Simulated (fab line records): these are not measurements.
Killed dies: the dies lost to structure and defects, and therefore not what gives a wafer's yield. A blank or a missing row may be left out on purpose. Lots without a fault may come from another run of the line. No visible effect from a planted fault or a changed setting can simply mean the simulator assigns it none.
Lot-split experiment :: flow n5 finfet :: 39 wafers read across 7 lots, on a route 1938 steps long

== THE SPLIT ==
At N5_HKMG_FIN_ETCH_32 (etches SOC in N2/H2, target depth 240 nm, time 300 s), the setting source w was moved away from the recipe's 840 W on 15 of the 39 wafers read, by -16.1% to +12.0%. The other wafers ran this setting at the recipe's value.

The reading comes from the split's own step.

== THE READING ==
rf vpp V, in V, at N5_HKMG_FIN_ETCH_32 (etches SOC in N2/H2, target depth 240 nm, time 300 s). On this fab line, fault-free wafers typically give 524.0 V with a standard deviation of 2.7 V.

wafer: L074.1
tool, chamber at the split: rie diel-05, 1
source w as run, W: 840
against the recipe: recipe
rf vpp V, V: 525.1
against lot-mates on the recipe: -

wafer: L074.2
tool, chamber at the split: rie diel-05, 2
source w as run, W: 840
against the recipe: recipe
rf vpp V, V: 524.0
against lot-mates on the recipe: -

wafer: L074.3
tool, chamber at the split: rie diel-05, 0
source w as run, W: 840
against the recipe: recipe
rf vpp V, V: 528.5
against lot-mates on the recipe: -

wafer: L074.4
tool, chamber at the split: rie diel-05, 1
source w as run, W: 840
against the recipe: recipe
rf vpp V, V: 526.4
against lot-mates on the recipe: -

wafer: L074.5
tool, chamber at the split: rie diel-05, 0
source w as run, W: 840
against the recipe: recipe
rf vpp V, V: 527.3
against lot-mates on the recipe: -

wafer: L074.6
tool, chamber at the split: rie diel-05, 2
source w as run, W: 840
against the recipe: recipe
rf vpp V, V: 523.7
against lot-mates on the recipe: -

wafer: L078.1
tool, chamber at the split: rie diel-02, 2
source w as run, W: 704.6
against the recipe: -16.1%
rf vpp V, V: 560.4
against lot-mates on the recipe: +40.1

wafer: L078.2
tool, chamber at the split: rie diel-02, 1
source w as run, W: 840
against the recipe: recipe
rf vpp V, V: 520.7
against lot-mates on the recipe: -

wafer: L078.3
tool, chamber at the split: rie diel-02, 3
source w as run, W: 704.6
against the recipe: -16.1%
rf vpp V, V: 557.4
against lot-mates on the recipe: +37.1

wafer: L078.4
tool, chamber at the split: rie diel-02, 0
source w as run, W: 840
against the recipe: recipe
rf vpp V, V: 520.4
against lot-mates on the recipe: -

wafer: L078.5
tool, chamber at the split: rie diel-02, 1
source w as run, W: 704.6
against the recipe: -16.1%
rf vpp V, V: 550.9
against lot-mates on the recipe: +30.6

wafer: L078.6
tool, chamber at the split: rie diel-02, 0
source w as run, W: 840
against the recipe: recipe
rf vpp V, V: 519.9
against lot-mates on the recipe: -

wafer: L081.1
tool, chamber at the split: rie diel-05, 1
source w as run, W: 776.5
against the recipe: -7.6%
rf vpp V, V: 539.6
against lot-mates on the recipe: +16.1

wafer: L081.2
tool, chamber at the split: rie diel-05, 2
source w as run, W: 840
against the recipe: recipe
rf vpp V, V: 521.5
against lot-mates on the recipe: -

wafer: L081.3
tool, chamber at the split: rie diel-05, 3
source w as run, W: 840
against the recipe: recipe
rf vpp V, V: 522.9
against lot-mates on the recipe: -

wafer: L081.4
tool, chamber at the split: rie diel-05, 0
source w as run, W: 840
against the recipe: recipe
rf vpp V, V: 526.1
against lot-mates on the recipe: -

wafer: L081.5
tool, chamber at the split: rie diel-05, 0
source w as run, W: 776.5
against the recipe: -7.6%
rf vpp V, V: 539.2
against lot-mates on the recipe: +15.7

wafer: L081.6
tool, chamber at the split: rie diel-05, 3
source w as run, W: 776.5
against the recipe: -7.6%
rf vpp V, V: 535.4
against lot-mates on the recipe: +11.9

wafer: L085.1
tool, chamber at the split: rie diel-02, 0
source w as run, W: 840
against the recipe: recipe
rf vpp V, V: 518.3
against lot-mates on the recipe: -

wafer: L085.2
tool, chamber at the split: rie diel-02, 2
source w as run, W: 941.2
against the recipe: +12.0%
rf vpp V, V: 508.5
against lot-mates on the recipe: -15.3

wafer: L085.3
tool, chamber at the split: rie diel-02, 1
source w as run, W: 941.2
against the recipe: +12.0%
rf vpp V, V: 501.9
against lot-mates on the recipe: -21.9

wafer: L085.4
tool, chamber at the split: rie diel-02, 3
source w as run, W: 941.2
against the recipe: +12.0%
rf vpp V, V: 507.3
against lot-mates on the recipe: -16.5

wafer: L085.5
tool, chamber at the split: rie diel-02, 3
source w as run, W: 840
against the recipe: recipe
rf vpp V, V: 525.6
against lot-mates on the recipe: -

wafer: L085.6
tool, chamber at the split: rie diel-02, 2
source w as run, W: 840
against the recipe: recipe
rf vpp V, V: 527.5
against lot-mates on the recipe: -

wafer: L089.1
tool, chamber at the split: rie diel-05, 1
source w as run, W: 778.9
against the recipe: -7.3%
rf vpp V, V: 538.1
against lot-mates on the recipe: +13.0

wafer: L089.2
tool, chamber at the split: rie diel-05, 3
source w as run, W: 778.9
against the recipe: -7.3%
rf vpp V, V: 535.4
against lot-mates on the recipe: +10.3

wafer: L089.3
tool, chamber at the split: rie diel-05, 0
source w as run, W: 840
against the recipe: recipe
rf vpp V, V: 526.8
against lot-mates on the recipe: -

wafer: L089.4
tool, chamber at the split: rie diel-05, 3
source w as run, W: 840
against the recipe: recipe
rf vpp V, V: 523.4
against lot-mates on the recipe: -

wafer: L089.5
tool, chamber at the split: rie diel-05, 1
source w as run, W: 840
against the recipe: recipe
rf vpp V, V: 525.1
against lot-mates on the recipe: -

wafer: L089.6
tool, chamber at the split: rie diel-05, 0
source w as run, W: 778.9
against the recipe: -7.3%
rf vpp V, V: 541.4
against lot-mates on the recipe: +16.3

wafer: L094.2
tool, chamber at the split: rie diel-05, 3
source w as run, W: 840
against the recipe: recipe
rf vpp V, V: 522.5
against lot-mates on the recipe: -

wafer: L094.3
tool, chamber at the split: rie diel-05, 2
source w as run, W: 840
against the recipe: recipe
rf vpp V, V: 523.1
against lot-mates on the recipe: -

wafer: L094.4
tool, chamber at the split: rie diel-05, 0
source w as run, W: 840
against the recipe: recipe
rf vpp V, V: 526.5
against lot-mates on the recipe: -

wafer: L095.1
tool, chamber at the split: rie diel-05, 3
source w as run, W: 840
against the recipe: recipe
rf vpp V, V: 522.5
against lot-mates on the recipe: -

wafer: L095.2
tool, chamber at the split: rie diel-05, 1
source w as run, W: 765.5
against the recipe: -8.9%
rf vpp V, V: 543.1
against lot-mates on the recipe: +19.1

wafer: L095.3
tool, chamber at the split: rie diel-05, 2
source w as run, W: 765.5
against the recipe: -8.9%
rf vpp V, V: 540.7
against lot-mates on the recipe: +16.7

wafer: L095.4
tool, chamber at the split: rie diel-05, 0
source w as run, W: 765.5
against the recipe: -8.9%
rf vpp V, V: 541.8
against lot-mates on the recipe: +17.8

wafer: L095.5
tool, chamber at the split: rie diel-05, 1
source w as run, W: 840
against the recipe: recipe
rf vpp V, V: 525.9
against lot-mates on the recipe: -

wafer: L095.6
tool, chamber at the split: rie diel-05, 2
source w as run, W: 840
against the recipe: recipe
rf vpp V, V: 523.7
against lot-mates on the recipe: -

THE FIT
A straight line over all 39 wafers: rf vpp V changes by -1.83 V for each +1% of source w; r = -0.97; the points scatter about the line by 3 V.
The same after taking each lot's own level away (the mean of its wafers on the recipe; 39 wafers): -1.91 V for each +1%; r = -0.97; scatter 3 V.
According to that fit, moving source w by its largest amount changes the reading by 31 V.
From 520.33 to 525.83 V: that is the span of the lots' own levels, equal to 2.0 times the standard deviation above.
The two slopes are in agreement: the lot-to-lot level therefore moves the slope only a little.
Check: with one of the wafers moved furthest among these (-16.1%) left out of the fit, the line predicts +30.2 V for it against its lot-mates. Against them it came out at +40.1 V.
Tool readings at the split's step, against how far the setting was moved: rf vpp V r = -0.97.

== THE OTHER SPLITS THESE WAFERS WENT THROUGH ==
Before the reading, these wafers also passed through other splits. Each is held against what the fit with the lots' levels taken away leaves over:
other split on the same wafers: N5_WELL_APT_EXPOSE_05 dose mj
wafers away from the commonest value: 12
r with rf vpp V (lot level and that fit taken away): -0.39

other split on the same wafers: N5_DUMMY_GATE_HM_DEP_06 target thk a
wafers away from the commonest value: 30
r with rf vpp V (lot level and that fit taken away): -0.14

other split on the same wafers: N5_HKMG_FIN_EXPOSE_46 dose mj
wafers away from the commonest value: 9
r with rf vpp V (lot level and that fit taken away): -0.23

other split on the same wafers: N5_HKMG_FIN_ETCH_58 bias w
wafers away from the commonest value: 18
r with rf vpp V (lot level and that fit taken away): +0.03

other split on the same wafers: N5_HKMG_FIN_EXPOSE_09 dose mj
wafers away from the commonest value: 12
r with rf vpp V (lot level and that fit taken away): -0.33

== THE WHOLE CHAIN: every reading that the file lists as answering this split, in the file's order ==
step: N5_HKMG_FIN_ETCH_32
what it does: etches SOC in N2/H2, target depth 240 nm, time 300 s
reading: rf vpp V
change (the file's fit): -1.95 V for each +1% of the setting
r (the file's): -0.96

step: N5_HKMG_FIN_ETCH_32
what it does: etches SOC in N2/H2, target depth 240 nm, time 300 s
reading: HKMG_FIN.feature depth nm (the simulator's own value, which no gauge read)
change (the file's fit): +1.82 nm for each +1% of the setting
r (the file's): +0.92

step: N5_HKMG_FIN_ETCH_32
what it does: etches SOC in N2/H2, target depth 240 nm, time 300 s
reading: etch.depth nm (the simulator's own value, which no gauge read)
change (the file's fit): +1.82 nm for each +1% of the setting
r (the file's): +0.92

== FILE'S OWN FIT ==
rf vpp V changes by -1.95 V for each +1% of source w, r = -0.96.
